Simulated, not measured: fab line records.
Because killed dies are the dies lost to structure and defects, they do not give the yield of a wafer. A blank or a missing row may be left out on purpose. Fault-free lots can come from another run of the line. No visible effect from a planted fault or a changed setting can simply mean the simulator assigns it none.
Split-lot experiment | flow n5-finfet | 21 wafers read across 7 lots, on a route 1938 steps long

SPLIT DETAILS
At N5_BEOL_M0_ETCH_128 (etches SiCN in CF4/N2, target depth 12 nm, overetch 5.1 nm, time 21.4 s), the setting source-w was moved away from the recipe's 430 W on 5 of the 21 wafers read, by -12.3% to +16.3%. For the rest of the wafers, this setting stayed at what the recipe calls for.

The reading is taken at the split's own step.

THE READING
rf-vpp-V, in V, at N5_BEOL_M0_ETCH_128 (etches SiCN in CF4/N2, target depth 12 nm, overetch 5.1 nm, time 21.4 s). Typical for fault-free wafers on this fab line: 382.2 V, with standard deviation 1.5 V.

wafer  | tool, chamber at the split | source-w as run, W | against the recipe | rf-vpp-V, V | against lot-mates on the recipe
L074.4 | rie-diel-04, 0             | 430                | recipe             | 381.1       | -
L074.5 | rie-diel-04, 3             | 430                | recipe             | 383.1       | -
L074.6 | rie-diel-04, 0             | 430                | recipe             | 382.1       | -
L080.1 | rie-diel-01, 3             | 430                | recipe             | 381.2       | -
L080.3 | rie-diel-01, 0             | 499.9              | +16.3%             | 363.2       | -19.8
L080.4 | rie-diel-01, 1             | 430                | recipe             | 384.7       | -
L082.1 | rie-diel-05, 0             | 455.4              | +5.9%              | 374.0       | -7.4
L082.4 | rie-diel-05, 1             | 430                | recipe             | 381.4       | -
L082.5 | rie-diel-05, 3             | 455.4              | +5.9%              | 372.1       | -9.3
L088.1 | rie-diel-05, 1             | 430                | recipe             | 381.0       | -
L088.3 | rie-diel-05, 3             | 451.6              | +5.0%              | 375.1       | -7.1
L088.5 | rie-diel-05, 0             | 430                | recipe             | 383.5       | -
L090.2 | rie-diel-01, 1             | 430                | recipe             | 384.2       | -
L090.5 | rie-diel-01, 1             | 430                | recipe             | 384.3       | -
L090.6 | rie-diel-01, 3             | 430                | recipe             | 381.6       | -
L095.2 | rie-diel-04, 0             | 430                | recipe             | 382.0       | -
L095.3 | rie-diel-04, 3             | 430                | recipe             | 384.0       | -
L095.5 | rie-diel-04, 3             | 376.9              | -12.3%             | 401.7       | +18.7
L096.2 | rie-diel-01, 3             | 430                | recipe             | 380.7       | -
L096.5 | rie-diel-01, 3             | 430                | recipe             | 380.8       | -
L096.6 | rie-diel-01, 0             | 430                | recipe             | 381.1       | -

THE FIT
A straight line over all 21 wafers: rf-vpp-V changes by -1.36 V for each +1% of source-w; r = -0.97; the points scatter about the line by 1.6 V.
The same after taking each lot's own level away (the mean of its wafers on the recipe; 21 wafers): -1.35 V for each +1%; r = -0.98; scatter 1.2 V.
According to that fit, moving source-w by its largest amount changes the reading by 22 V.
Measured against the standard deviation above, the lots' own levels, which go from 380.87 to 383.37 V, span 1.7 times it.
Hence the lot-to-lot level has little effect on the slope; both slopes agree.
Check: with one of the wafers moved furthest among these (+16.3%) left out of the fit, the line predicts -24 V for it against its lot-mates. It came out at -19.8 V against them.
Tool readings at the split's step, against how far the setting was moved: rf-vpp-V r = -0.97.

OTHER SPLITS APPLIED TO THESE WAFERS
Other splits were also applied to these wafers ahead of the reading. Each is held against what the fit with the lots' levels taken away leaves over:
other split on the same wafers       | wafers away from the commonest value | r with rf-vpp-V (lot level and that fit taken away)
N5_MOL_CONTACT_COAG_COAT_02 spin-rpm | 10                                   | -0.01
N5_MOL_CONTACT_COAG_ETCH_105 bias-w  | 9                                    | -0.42

THE FILE'S OWN FIT
rf-vpp-V changes by -1.34 V for each +1% of source-w, r = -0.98.
